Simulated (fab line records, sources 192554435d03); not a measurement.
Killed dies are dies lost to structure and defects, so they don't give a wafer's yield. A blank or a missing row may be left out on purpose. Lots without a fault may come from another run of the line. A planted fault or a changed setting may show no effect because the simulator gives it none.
fab line records | flow n5_finfet
record lots=7 wafers=21
route steps=1938 shown SDB@349 HKMG_FIN@403 GATE_CUT@480 MOL_CONTACT_COAG@586 BEOL_M0_SAQP@638
start_h: hours from the record's first day to the start of the lot's first wafer shown | wait_h: hours since the lot's step before | " the same as in the row above | L1.1+2: a row that stands for several wafers | - no value, or no start given | * or withheld: withheld | < > ~ a bound
route shown NAME@n: a module of which the file shows steps, and the number in the route of the first | usual: mean/standard deviation of fault-free wafers | same: alike in all rows | chamber/n: place in a boat | sites: the reading at each site | _std_site: their standard deviation | _edge_site: outer sites' mean less inner sites' | radius_mm: how far each site lies from the wafer's centre | mask NAME#n: copy n | behind: the tool/chamber that last shaped the wafer | hold: why the lot was held/for how many hours/how that ended | device: the transistor (n, p or np) that didn't switch | end of line: the same wafers' tests at the end of the route | a step without rows: its recipe alone | killed: dies lost to structure and defects at the first sort, not the wafer's yield | map: a wafer's dies, x killed, . not, _ none there
set.NAME: the setting as run; set.NAME@STEP: as run at that earlier step | model.NAME: the simulator's own value behind a step, which no gauge read
lots whose settings were changed on purpose; a table a step, a row a wafer
## steps
# step N5_SDB_COAT_04
# recipe resist=SiARC temp_c=220 time_s=60 spin_rpm=1500 resist_thk_nm=18
# columns lot.wafer tool chamber start_h wait_h set.spin_rpm model.SiARC_of_SDB_COAT_04.thk_nm
L074.2 litho_track-05 0 - - 1500 18
L074.4+5 " 0 " " 1636 17.2
L079.1 litho_track-04 0 - - 1575 17.6
L079.2 " 0 " " 1500 18
L079.5 " 0 " " 1500 18.2
L084.4+5+6 litho_track-02 0 - - 1500 18
L086.4+5 litho_track-04 0 - - 1662 17.2
L086.6 " 0 " " 1500 18
L089.3+6 litho_track-05 0 - - 1386 18.8
L089.4 " 0 " " 1500 18
L093.1+4+5 litho_track-05 0 - - 1500 18
L096.1+2 litho_track-05 0 - - 1500 18
L096.6 " 0 " " 1357 18.8
# step N5_SDB_COAT_05
# recipe resist=CAR-ArF spin_rpm=1500 resist_thk_nm=90
# step N5_SDB_EBR_07
# recipe solvent=PGMEA ebr_width_mm=1.5
# step N5_SDB_DESCUM_16
# recipe chemistry=O2 time_s=7.9 source_power_w=50 bias_power_w=20 pressure_mtorr=20 rf_frequency_hz=2.712e+07 temp_c=40 resist=CAR-ArF o2_flow_sccm=225
# step N5_SDB_ETCH_17
# recipe chemistry=CF4 target=SiARC target_depth_a=234 mask_material=CAR-ArF time_s=39 ion_energy_ev=80 pressure_mtorr=40 source_w=545 bias_w=36 Ar_flow_sccm=100 cf4_flow_sccm=100 ends=cleared
# columns lot.wafer tool chamber start_h wait_h set.spin_rpm@SDB_COAT_04 model.CAR-ArF_of_SDB_COAT_05.thk_nm model.etch.depth_nm
L074.2 rie_diel-02 1 67.60 0.0 1500 66.8 17.98
L074.4 " 3 " " 1636 67.4 17.26
L074.5 " 3 " " 1636 67.6 17.2
L079.1 rie_diel-05 2 98.13 0.0 1575 67.2 17.68
L079.2 " 1 " " 1500 66.8 18.08
L079.5 " 1 " " 1500 66.6 18.11
L084.4 rie_diel-06 1 128.17 0.0 1500 66.4 17.96
L084.5 " 3 " " 1500 66.6 17.93
L084.6 " 2 " " 1500 66.8 17.95
L086.4 rie_diel-05 0 137.55 0.0 1662 67.6 17.14
L086.5 " 1 " " 1662 67.4 17.18
L086.6 " 2 " " 1500 66.6 18.04
L089.3 rie_diel-06 3 154.71 0.0 1386 66.6 18.8
L089.4 " 2 " " 1500 67.2 18.05
L089.6 " 2 " " 1386 66.4 18.77
L093.1 rie_diel-06 1 180.29 0.0 1500 67.2 17.95
L093.4 " 2 " " 1500 66.4 18.02
L093.5 " 0 " " 1500 67 17.91
L096.1 rie_diel-06 0 199.75 0.0 1500 66.8 17.95
L096.2 " 1 " " 1500 67 17.95
L096.6 " 2 " " 1357 65.8 18.89
# step N5_HKMG_FIN_ETCH_55
# recipe chemistry=N2/H2 target=SOC target_depth_a=2400 temp_c=40 time_s=300 ion_energy_ev=200 mask_material=SiARC pressure_mtorr=30 source_w=840 bias_w=150 n2_flow_sccm=200 h2_flow_sccm=200
# columns lot.wafer tool chamber start_h wait_h set.time_s model.HKMG_FIN.feature_depth_nm model.etch.depth_nm
L074.2 rie_diel-06 3 73.22 0.0 253.5 202.8 202.8
L074.4 " 0 " " 253.5 205 205
L074.5 " 1 " " 300 234.8 234.8
L079.1 rie_diel-05 2 103.86 0.0 300 230.6 230.5
L079.2 " 1 " " 317.7 251.6 251.7
L079.5 " 1 " " 300 235.6 235.6
L084.4 rie_diel-02 0 133.67 0.0 300 250.6 250.6
L084.5 " 0 " " 340.5 284.2 284.2
L084.6 " 3 " " 300 235.4 235.4
L086.4 rie_diel-06 3 143.07 0.0 300 234.4 234.4
L086.5 " 0 " " 300 244.2 244.3
L086.6 " 1 " " 300 235 234.9
L089.3 rie_diel-02 2 160.36 0.0 300 235 235
L089.4 " 0 " " 300 251 250.9
L089.6 " 2 " " 300 236.6 236.6
L093.1 rie_diel-06 1 185.89 0.0 300 233.8 233.9
L093.4 " 0 " " 300 239.8 239.9
L093.5 " 2 " " 300 245.8 245.8
L096.1 rie_diel-02 2 207.17 0.0 300 231.2 231.1
L096.2 " 1 " " 300 237 237
L096.6 " 0 " " 270.2 223 223
# step N5_HKMG_FIN_ETCH_58
# recipe chemistry=N2/H2 target=SOC target_depth_a=2158 ion_energy_ev=50 bias_w=13 time_s=741 pressure_mtorr=30 source_w=875 n2_flow_sccm=200 h2_flow_sccm=200
# usual rf_vpp_V=99.2/1
# columns lot.wafer tool chamber start_h wait_h set.source_w rf_vpp_V model.HKMG_FIN.feature_depth_nm model.SOC_of_HKMG_FIN_COAT_41.thk_nm model.etch.depth_nm
L074.2 rie_diel-06 3 73.43 0.0 875 98.4 218.4 81.8 218.3
L074.4 " 0 " " 785.2 103.2 200 99.6 200.1
L074.5 " 1 " " 875 98.5 211.4 88.6 211.4
L079.1 rie_diel-05 2 104.07 0.0 721.5 106.6 172 127.8 172
L079.2 " 1 " " 721.5 105.7 178.4 121.6 178.4
L079.5 " 1 " " 721.5 104.6 178.2 122 178.1
L084.4 rie_diel-02 0 133.88 0.0 875 99.6 223 75.8 223
L084.5 " 0 " " 875 98.4 221 78 221.1
L084.6 " 3 " " 821.5 101.1 203.8 95.2 203.7
L086.4 rie_diel-06 3 143.28 0.0 875 99.8 211.2 87.8 211.2
L086.5 " 0 " " 875 96.8 218.8 81.2 218.8
L086.6 " 1 " " 875 100.3 211.4 88.6 211.5
L089.3 rie_diel-02 2 160.57 0.0 875 100.5 211.4 89.4 211.5
L089.4 " 0 " " 787.4 103.3 205 96.8 204.9
L089.6 " 2 " " 875 100.2 211.2 89.4 211.2
L093.1 rie_diel-06 1 186.10 0.0 875 99.1 209.2 91 209.2
L093.4 " 0 " " 875 97.9 217.4 84.2 217.4
L093.5 " 2 " " 875 99.9 220.8 79.2 220.7
L096.1 rie_diel-02 2 207.38 0.0 875 99.8 209.6 90.6 209.5
L096.2 " 1 " " 1023 94.1 246.4 53.8 246.4
L096.6 " 0 " " 1023 93.9 255.8 44.2 255.8
# step N5_HKMG_FIN_ETCH_35
# recipe chemistry=N2/H2 target=SOC target_depth_a=2158 ion_energy_ev=65 bias_w=5 source_w=3000 time_s=243.4 pressure_mtorr=30 n2_flow_sccm=200 h2_flow_sccm=200
# usual rf_vpp_V=141.7/0.94
# columns lot.wafer tool chamber start_h wait_h set.bias_w rf_vpp_V
L074.2 rie_diel-02 1 76.81 0.0 5 142.3
L074.4 " 0 " " 5 141.6
L074.5 " 0 " " 5 141.9
L079.1 rie_diel-02 0 107.56 0.0 5 141.2
L079.2 " 3 " " 5.392 148.7
L079.5 " 0 " " 5.392 148.6
L084.4 rie_diel-05 2 137.33 0.1 5 142.0
L084.5 " 1 " " 5 141.8
L084.6 " 0 " " 5 141.5
L086.4 rie_diel-02 1 146.73 0.0 5 142.8
L086.5 " 0 " " 5.719 154.4
L086.6 " 3 " " 5.719 152.2
L089.3 rie_diel-05 2 164.05 0.0 5 142.5
L089.4 " 1 " " 4.241 127.3
L089.6 " 2 " " 5 143.1
L093.1 rie_diel-06 1 189.34 0.0 5 141.9
L093.4 " 0 " " 5 140.7
L093.5 " 1 " " 5 142.1
L096.1 rie_diel-06 2 211.52 0.0 5 141.3
L096.2 " 0 " " 5 140.5
L096.6 " 3 " " 4.495 132.7
# step N5_GATE_CUT_COAT_27
# recipe resist=underlayer temp_c=205 time_s=60 spin_rpm=1500 resist_thk_nm=10
# columns lot.wafer tool chamber start_h wait_h set.spin_rpm model.underlayer_of_GATE_CUT_COAT_27.thk_nm
L074.2+4 litho_track-04 0 - - 1375 10.4
L074.5 " 0 " " 1500 10
L079.1+2+5 litho_track-01 0 - - 1500 10
L084.4 litho_track-05 0 - - 1372 10.6
L084.5+6 " 0 " " 1500 10
L086.4+6 litho_track-04 0 - - 1556 9.8
L086.5 " 0 " " 1500 10
L089.3 litho_track-05 0 - - 1500 10
L089.4+6 " 0 " " 1357 10.6
L093.1+4+5 litho_track-05 0 - - 1500 10
L096.1+6 litho_track-05 0 - - 1500 10
L096.2 " 0 " " 1640 9.6
# step N5_GATE_CUT_DESCUM_18
# recipe chemistry=O2 time_s=7 source_power_w=50 bias_power_w=20 pressure_mtorr=20 rf_frequency_hz=2.712e+07 temp_c=40 resist=CAR-EUV o2_flow_sccm=225
# columns lot.wafer tool chamber start_h wait_h set.time_s model.CAR-EUV_of_GATE_CUT_COAT_07.thk_nm
L074.2+4+5 rie_diel-03 1,3,0 84.71 0.1 7 26
L079.1 rie_diel-01 3 115.72 0.0 6.077 26.6
L079.2 " 2 " " 7 26
L079.5 " 1 " " 7 26.2
L084.4+6 rie_diel-01 2,1 145.15 0.0 7 26
L084.5 " 0 " " 7 26.2
L086.4 rie_diel-04 1 154.80 0.0 7 26
L086.5 " 2 " " 6.216 26.4
L086.6 " 3 " " 6.216 26.6
L089.3+6 rie_diel-04 1,3 172.39 0.1 5.653 26.8
L089.4 " 0 " " 7 26.2
L093.1 rie_diel-04 1 197.22 0.0 7 26
L093.4+5 " 3 " " 7 26.2
L096.1 rie_diel-01 2 222.32 0.0 8.504 25.2
L096.2 " 3 " " 8.504 25.4
L096.6 " 3 " " 7 26.2
# step N5_GATE_CUT_ETCH_28
# recipe chemistry=N2/H2 target=underlayer target_depth_a=130 mask_material=CAR-EUV time_s=10.4 ion_energy_ev=200 pressure_mtorr=30 source_w=840 bias_w=150 n2_flow_sccm=200 h2_flow_sccm=200 ends=cleared
# columns lot.wafer tool chamber start_h wait_h set.spin_rpm@GATE_CUT_COAT_27 model.etch.depth_nm
L074.2 rie_diel-03 1 84.74 0.0 1375 10.47
L074.4 " 3 " " 1375 10.48
L074.5 " 0 " " 1500 10.03
L079.1 rie_diel-01 3 115.76 0.0 1500 10.02
L079.2+5 " 2,1 " " 1500 10.03
L084.4 rie_diel-01 2 145.19 0.0 1372 10.5
L084.5 " 0 " " 1500 10.07
L084.6 " 1 " " 1500 10.05
L086.4 rie_diel-04 0 154.84 0.0 1556 9.848
L086.5 " 1 " " 1500 10.03
L086.6 " 3 " " 1556 9.873
L089.3 rie_diel-04 1 172.42 0.0 1500 10.05
L089.4+6 " 0,3 " " 1357 10.56
L093.1 rie_diel-04 1 197.25 0.0 1500 10.04
L093.4 " 3 " " 1500 9.975
L093.5 " 3 " " 1500 10.03
L096.1 rie_diel-01 2 222.35 0.0 1500 10
L096.2 " 3 " " 1640 9.523
L096.6 " 3 " " 1500 9.988
# step N5_GATE_CUT_ETCH_36
# recipe chemistry=CF4 target=SiARC target_depth_a=130 mask_material=CAR-EUV time_s=21.7 ion_energy_ev=80 pressure_mtorr=40 source_w=545 bias_w=36 Ar_flow_sccm=100 cf4_flow_sccm=100 ends=cleared
# columns lot.wafer tool chamber start_h wait_h set.spin_rpm@GATE_CUT_COAT_27 set.time_s@GATE_CUT_DESCUM_18 model.CAR-EUV_of_GATE_CUT_COAT_07.thk_nm
L074.2 rie_diel-03 1 84.76 0.0 1375 7 6.4
L074.4 " 3 " " 1375 7 6.2
L074.5 " 0 " " 1500 7 7
L079.1 rie_diel-01 3 115.78 0.0 1500 6.077 7.6
L079.2+5 " 2,1 " " 1500 7 7
L084.4 rie_diel-01 2 145.21 0.0 1372 7 6.4
L084.5+6 " 0,1 " " 1500 7 7
L086.4 rie_diel-04 0 154.86 0.0 1556 7 7
L086.5 " 1 " " 1500 6.216 7.4
L086.6 " 3 " " 1556 6.216 7.6
L089.3 rie_diel-04 1 172.44 0.0 1500 5.653 7.8
L089.4 " 0 " " 1357 7 6.2
L089.6 " 3 " " 1357 5.653 7
L093.1+4+5 rie_diel-04 1,3,3 197.27 0.0 1500 7 7
L096.1 rie_diel-01 2 222.37 0.0 1500 8.504 6.2
L096.2 " 3 " " 1640 8.504 6.8
L096.6 " 3 " " 1500 7 7.2
# step N5_MOL_CONTACT_COAG_VIA_ETCH_46
# recipe chemistry=C4F6/O2 target_depth_a=460 overetch_a=92 mask_material=SOC target=SiO2 bias_w=455 pressure_mtorr=10 time_s=40 source_w=325 Ar_flow_sccm=300 C4F6_flow_sccm=10 O2_flow_sccm=10 ion_energy_ev=575.3 ends=end_point
# usual rf_vpp_V=1582/37
# columns lot.wafer tool chamber start_h wait_h set.bias_w rf_vpp_V
L074.2 rie_diel-02 3 98.43 0.0 481.4 1603
L074.4 " 2 " " 481.4 1664
L074.5 " 0 " " 455 1568
L079.1 rie_diel-05 1 131.02 0.0 527.8 1708
L079.2 " 0 " " 455 1581
L079.5 " 0 " " 527.8 1766
L084.4 rie_diel-05 2 160.44 0.0 504.2 1732
L084.5 " 3 " " 455 1613
L084.6 " 2 " " 504.2 1734
L086.4 rie_diel-02 2 169.53 0.0 455 1596
L086.5 " 2 " " 455 1596
L086.6 " 3 " " 455 1535
L089.3 rie_diel-05 3 188.06 0.0 531.3 1807
L089.4 " 2 " " 531.3 1799
L089.6 " 0 " " 455 1582
L093.1 rie_diel-05 3 213.48 0.0 455 1612
L093.4 " 1 " " 455 1528
L093.5 " 0 " " 455 1582
L096.1 rie_diel-06 0 235.62 0.0 455 1618
L096.2 " 2 " " 412.3 1511
L096.6 " 2 " " 455 1627
# step N5_MOL_CONTACT_COAG_COAT_64
# recipe resist=underlayer temp_c=205 time_s=60 spin_rpm=1500 resist_thk_nm=10
# columns lot.wafer tool chamber start_h wait_h set.spin_rpm model.underlayer_of_MOL_CONTACT_COAG_COAT_64.thk_nm
L074.2+5 litho_track-05 0 - - 1500 10
L074.4 " 0 " " 1411 10.2
L079.1+2 litho_track-05 0 - - 1500 10
L079.5 " 0 " " 1452 10.2
L084.4+6 litho_track-02 0 - - 1335 10.6
L084.5 " 0 " " 1500 10
L086.4+5 litho_track-03 0 - - 1500 10
L086.6 " 0 " " 1572 9.8
L089.3 litho_track-03 0 - - 1614 9.6
L089.4+6 " 0 " " 1500 10
L093.1+4+5 litho_track-05 0 - - 1500 10
L096.1+2+6 litho_track-03 0 - - 1500 10
# step N5_MOL_CONTACT_COAG_COAT_34
# recipe resist=CAR-EUV spin_rpm=1500 resist_thk_nm=40
# step N5_MOL_CONTACT_COAG_EBR_36
# recipe solvent=PGMEA ebr_width_mm=1.5
# step N5_MOL_CONTACT_COAG_DESCUM_45
# recipe chemistry=O2 time_s=7 source_power_w=50 bias_power_w=20 pressure_mtorr=20 rf_frequency_hz=2.712e+07 temp_c=40 resist=CAR-EUV o2_flow_sccm=225
# step N5_MOL_CONTACT_COAG_ETCH_65
# recipe chemistry=N2/H2 target=underlayer target_depth_a=130 mask_material=CAR-EUV time_s=10.4 ion_energy_ev=200 pressure_mtorr=30 source_w=840 bias_w=150 n2_flow_sccm=200 h2_flow_sccm=200 ends=cleared
# columns lot.wafer tool chamber start_h wait_h set.spin_rpm@MOL_CONTACT_COAG_COAT_64 model.etch.depth_nm
L074.2 rie_diel-02 1 99.62 0.0 1500 10.01
L074.4 " 3 " " 1411 10.3
L074.5 " 2 " " 1500 9.998
L079.1 rie_diel-02 0 131.96 0.0 1500 9.947
L079.2 " 2 " " 1500 9.958
L079.5 " 0 " " 1452 10.14
L084.4 rie_diel-02 2 161.26 0.0 1335 10.61
L084.5 " 0 " " 1500 10.03
L084.6 " 3 " " 1335 10.65
L086.4 rie_diel-06 2 170.76 0.0 1500 9.976
L086.5 " 0 " " 1500 9.968
L086.6 " 3 " " 1572 9.728
L089.3 rie_diel-02 1 188.87 0.0 1614 9.6
L089.4 " 2 " " 1500 9.983
L089.6 " 1 " " 1500 9.973
L093.1 rie_diel-06 2 214.42 0.0 1500 10.02
L093.4 " 0 " " 1500 9.998
L093.5 " 3 " " 1500 10.01
L096.1 rie_diel-02 3 236.44 0.0 1500 9.989
L096.2 " 2 " " 1500 9.987
L096.6 " 3 " " 1500 9.978
# step N5_BEOL_M0_SAQP_PECVD_04
# recipe material=a-Si target_thk_a=600 temp_c=350 precursor=SiH4/He pressure_torr=3 rf_w=100 time_s=60.2
# columns lot.wafer tool chamber start_h wait_h set.time_s model.a-Si_of_BEOL_M0_SAQP_PECVD_04.thk_nm
L074.2 pecvd-02 1 105.78 0.0 60.2 59.6
L074.4 " 2 " " 60.2 61
L074.5 " 0 " " 60.2 60
L079.1 pecvd-02 0 138.58 0.0 60.2 59
L079.2 " 1 " " 66.66 65
L079.5 " 2 " " 66.66 67.2
L084.4 pecvd-02 1 169.30 0.0 60.2 62
L084.5 " 0 " " 60.2 61.2
L084.6 " 2 " " 53.25 55.2
L086.4 pecvd-01 2 178.08 0.0 60.2 58.6
L086.5 " 0 " " 60.2 58.8
L086.6 " 2 " " 60.2 59.6
L089.3 pecvd-04 2 200.01 0.1 51.25 52.2
L089.4 " 1 " " 51.25 51
L089.6 " 2 " " 60.2 60.6
L093.1 pecvd-01 0 220.87 0.0 60.2 58.4
L093.4 " 0 " " 60.2 58.8
L093.5 " 1 " " 60.2 59.8
L096.1 pecvd-04 2 243.45 0.0 60.2 60.4
L096.2 " 1 " " 60.2 59.4
L096.6 " 2 " " 60.2 60.2
# step N5_BEOL_M0_SAQP_THK_MEAS_05
# usual thk_nm=59.9/0.86
# columns lot.wafer tool chamber start_h wait_h set.time_s@BEOL_M0_SAQP_PECVD_04 thk_nm
L074.2 film_metro-01 - 105.88 0.1 60.2 59.6
L074.4 " - " " 60.2 61.1
L074.5 " - " " 60.2 60.0
L079.1 film_metro-02 - 138.68 0.1 60.2 58.9
L079.2 " - " " 66.66 65.0
L079.5 " - " " 66.66 67.2
L084.4 film_metro-01 - 169.36 0.0 60.2 62.0
L084.5 " - " " 60.2 61.2
L084.6 " - " " 53.25 55.1
L086.4 film_metro-01 - 178.17 0.1 60.2 58.6
L086.5 " - " " 60.2 58.8
L086.6 " - " " 60.2 59.7
L089.3 film_metro-02 - 200.10 0.1 51.25 52.3
L089.4 " - " " 51.25 50.9
L089.6 " - " " 60.2 60.6
L093.1 film_metro-01 - 220.96 0.1 60.2 58.4
L093.4 " - " " 60.2 58.8
L093.5 " - " " 60.2 59.7
L096.1 film_metro-02 - 243.55 0.1 60.2 60.3
L096.2 " - " " 60.2 59.4
L096.6 " - " " 60.2 60.1
## key
split step=N5_SDB_COAT_04 setting=spin_rpm stated=1500 by=wafer
response step=N5_SDB_COAT_04 reading=model.SiARC_of_SDB_COAT_04.thk_nm change=-0.0862 per=1% r=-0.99
response step=N5_SDB_ETCH_17 reading=model.CAR-ArF_of_SDB_COAT_05.thk_nm change=+0.0923 per=1% r=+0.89
response step=N5_SDB_ETCH_17 reading=model.etch.depth_nm change=-0.0885 per=1% r=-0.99
split step=N5_HKMG_FIN_ETCH_55 setting=time_s stated=300 by=wafer
response step=N5_HKMG_FIN_ETCH_55 reading=model.HKMG_FIN.feature_depth_nm change=+2.26 per=1% r=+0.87
response step=N5_HKMG_FIN_ETCH_55 reading=model.etch.depth_nm change=+2.26 per=1% r=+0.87
split step=N5_HKMG_FIN_ETCH_58 setting=source_w stated=875 by=wafer
response step=N5_HKMG_FIN_ETCH_58 reading=rf_vpp_V change=-0.357 per=1% r=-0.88
response step=N5_HKMG_FIN_ETCH_58 reading=model.HKMG_FIN.feature_depth_nm change=+1.95 per=1% r=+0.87
response step=N5_HKMG_FIN_ETCH_58 reading=model.SOC_of_HKMG_FIN_COAT_41.thk_nm change=-1.96 per=1% r=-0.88
response step=N5_HKMG_FIN_ETCH_58 reading=model.etch.depth_nm change=+1.95 per=1% r=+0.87
split step=N5_HKMG_FIN_ETCH_35 setting=bias_w stated=5 by=wafer
response step=N5_HKMG_FIN_ETCH_35 reading=rf_vpp_V change=+0.879 per=1% r=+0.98
split step=N5_GATE_CUT_COAT_27 setting=spin_rpm stated=1500 by=wafer
response step=N5_GATE_CUT_COAT_27 reading=model.underlayer_of_GATE_CUT_COAT_27.thk_nm change=-0.0558 per=1% r=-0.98
response step=N5_GATE_CUT_ETCH_28 reading=model.etch.depth_nm change=-0.0522 per=1% r=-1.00
response step=N5_GATE_CUT_ETCH_36 reading=model.CAR-EUV_of_GATE_CUT_COAT_07.thk_nm slope=+0.0729 per=1% together_with=time_s@GATE_CUT_DESCUM_18 explained=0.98
split step=N5_GATE_CUT_DESCUM_18 setting=time_s stated=7 by=wafer
response step=N5_GATE_CUT_DESCUM_18 reading=model.CAR-EUV_of_GATE_CUT_COAT_07.thk_nm change=-0.0381 per=1% r=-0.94
response step=N5_GATE_CUT_ETCH_36 reading=model.CAR-EUV_of_GATE_CUT_COAT_07.thk_nm slope=-0.0475 per=1% together_with=spin_rpm@GATE_CUT_COAT_27 explained=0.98
split step=N5_MOL_CONTACT_COAG_VIA_ETCH_46 setting=bias_w stated=455 by=wafer
response step=N5_MOL_CONTACT_COAG_VIA_ETCH_46 reading=rf_vpp_V change=+11.5 per=1% r=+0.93
split step=N5_MOL_CONTACT_COAG_COAT_64 setting=spin_rpm stated=1500 by=wafer
response step=N5_MOL_CONTACT_COAG_COAT_64 reading=model.underlayer_of_MOL_CONTACT_COAG_COAT_64.thk_nm change=-0.0503 per=1% r=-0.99
response step=N5_MOL_CONTACT_COAG_ETCH_65 reading=model.etch.depth_nm change=-0.0525 per=1% r=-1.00
split step=N5_BEOL_M0_SAQP_PECVD_04 setting=time_s stated=60.2 by=wafer
response step=N5_BEOL_M0_SAQP_PECVD_04 reading=model.a-Si_of_BEOL_M0_SAQP_PECVD_04.thk_nm change=+0.605 per=1% r=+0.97
response step=N5_BEOL_M0_SAQP_THK_MEAS_05 reading=thk_nm change=* per=1% r=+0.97
